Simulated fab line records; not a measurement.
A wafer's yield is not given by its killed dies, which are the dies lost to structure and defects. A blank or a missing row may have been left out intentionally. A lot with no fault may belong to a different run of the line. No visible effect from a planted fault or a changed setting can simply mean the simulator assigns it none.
Chamber matching + flow n5 finfet + 4 sister chambers for N5_SDB_DESCUM_16 on rie diel-02
The step chemistry O2, time 7.9 s. 8 wafers are shown with their chamber, then 10 later ones without.

== WAFERS PAIRED WITH THEIR CHAMBERS ==
| wafer  | chamber | drypump motor current A (A) | showerhead plenum p Torr (Torr) |
|--------|---------|-----------------------------|---------------------------------|
| L081.6 | 1       | 5.4                         | 2.05                            |
| L082.2 | 0       | 5.6                         | 2.10                            |
| L082.6 | 3       | 4.9                         | 2.11                            |
| L084.1 | 0       | 5.6                         | 2.10                            |
| L084.2 | 3       | 4.9                         | 2.10                            |
| L084.4 | 2       | 5.0                         | 2.00                            |
| L086.1 | 1       | 5.3                         | 2.05                            |
| L086.3 | 2       | 5.0                         | 2.00                            |

== WAFERS WITHOUT THEIR CHAMBER ==
| wafer  | drypump motor current A (A) | showerhead plenum p Torr (Torr) |
|--------|-----------------------------|---------------------------------|
| L086.4 | 4.9                         | 2.10                            |
| L087.3 | 5.6                         | 2.10                            |
| L087.5 | 5.0                         | 2.00                            |
| L087.6 | 4.9                         | 2.10                            |
| L089.1 | 5.3                         | 2.05                            |
| L089.4 | 5.0                         | 2.00                            |
| L089.6 | 4.9                         | 2.10                            |
| L090.1 | 5.4                         | 2.05                            |
| L090.2 | 4.9                         | 2.10                            |
| L090.5 | 4.9                         | 2.10                            |

== EACH ONE'S CHAMBER ==
| wafer  | from the rows above | in truth |
|--------|---------------------|----------|
| L086.4 | 3                   | 3        |
| L087.3 | 0                   | 0        |
| L087.5 | 2                   | 2        |
| L087.6 | 3                   | 3        |
| L089.1 | 1                   | 1        |
| L089.4 | 2                   | 2        |
| L089.6 | 3                   | 3        |
| L090.1 | 1                   | 1        |
| L090.2 | 3                   | 3        |
| L090.5 | 3                   | 3        |
Placed correctly: 10 of 10. From these rows, 0 cannot be placed. Number placed wrongly: 0.
How it was worked out, from the rows above alone: a wafer's distance from a chamber is the root of the sum, over the readings, of the square of ((its reading less the chamber's mean) divided by the reading's scatter). If the next closest chamber is less than 2 further off than the closest, the wafer can't be placed; otherwise it belongs to the closest. Each chamber's mean is taken over the wafers shown for it. How the scatter is found: for the shown wafers, subtract from each reading the mean of its chamber, square and add these, divide the total by (wafers less chambers), then take the root.
